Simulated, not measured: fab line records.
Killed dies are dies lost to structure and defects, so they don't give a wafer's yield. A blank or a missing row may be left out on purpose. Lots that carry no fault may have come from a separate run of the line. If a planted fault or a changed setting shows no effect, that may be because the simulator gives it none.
Problem report in the 8D (eight disciplines) form, filled by code | flow nandHarc | the parts of the form that need people (team, actions taken, sign-off) are left out

## 1. THE PROBLEM
Wafers without a fault read 200.8 W, standard deviation 1.3; heaterPowerTotalW at NHARC_A_ZERO_WELL_SOFTBAKE_05 reads a mean of 193.0 W on 3 wafers belonging to 2 lots. That is -6.0 standard deviations from the usual mean.
The step: time 70 s.
Earliest sighting: wafer L625.1 on lithoTrack-03 at day 8 06:00. The record holds 39 wafers of 14 lots with a number at this step. By rule, "out" or "out of limits" means more than 4 standard deviations away from the usual mean. Any other wafer with a number is counted as sound.

## 2. WHAT IT IS AND WHAT IT IS NOT
question                    | is                     | is not
which readings at this step | heaterPowerTotalW      | exhaustPa
which lots                  | L625, L626             | L618, L619, L620, L621, L623, L624, L630, L633, L636, L638, L639, L641
which wafers of those lots  | all that have a number | -
read on which tools         | lithoTrack-03          | lithoTrack-05, lithoTrack-07
when                        | from day 8 06:00       | up to then (18 sound wafers); but 18 sound wafers of L630, L633, L636, L638, L639, L641 came after

## 3. WHAT RULES OUT EACH SUSPECT
Counting: any tool at a process step up to the reading is kept as a suspect provided that every lot that is out went through it and no sound lot did after the first of them.
- rieDiel-08 at NHARC_P_BONDPAD_STRIP_15 (strips in O2): ruled out as a lasting fault. After its first lot that is out, L625 (day 8 03:05), sound lots L630, L633, L638, L639, L641 ran on it.
- pvdSputter-02 at NHARC_P_BONDPAD_PRE_CLEAN_26 (time 30 s): ruled out as a lasting fault. After its first lot that is out, L625 (day 8 06:00), sound lots L630, L636, L641 ran on it. NHARC_P_BONDPAD_PRE_CLEAN_26 gives no start for some lots, so the hours and the order of its lots are those of NHARC_A_ZERO_WELL_SOFTBAKE_05.
- lithoTrack-03 at NHARC_A_ZERO_WELL_SOFTBAKE_05 (time 70 s): ruled out as a lasting fault. After its first lot that is out, L625 (day 8 06:00), sound lots L639 ran on it.
Left after counting: nothing in the record.

## 4. THE CAUSE (what the simulator had put in)
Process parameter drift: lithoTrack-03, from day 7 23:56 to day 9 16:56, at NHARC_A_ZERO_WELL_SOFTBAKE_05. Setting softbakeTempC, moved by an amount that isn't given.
Counting ruled it out, wrongly.

## 5. THE EFFECT CHAIN, in route order
Each row: a reading where the mean over the struck wafers with a number is more than 3 standard deviations away from the usual. Readings are gone through only where the record gives a usual standard deviation; hours: the median, over the lots, of the time from a lot's start at the first step in this table giving one to that lot's start at this step; sigmas: the change measured in usual standard deviations.
hours | step                          | reading           | usual   | on struck wafers | change | sigmas
0     | NHARC_A_ZERO_WELL_SOFTBAKE_05 | heaterPowerTotalW | 200.8 W | 193.0            | -7.8   | -6.0
Process steps it contains:
- NHARC_A_ZERO_WELL_SOFTBAKE_05: time 70 s.

## 6. WHAT WOULD HAVE CAUGHT IT SOONER
In this record no reading fell out of limits until day 8 06:00, 6 hours after the fault had begun at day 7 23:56.
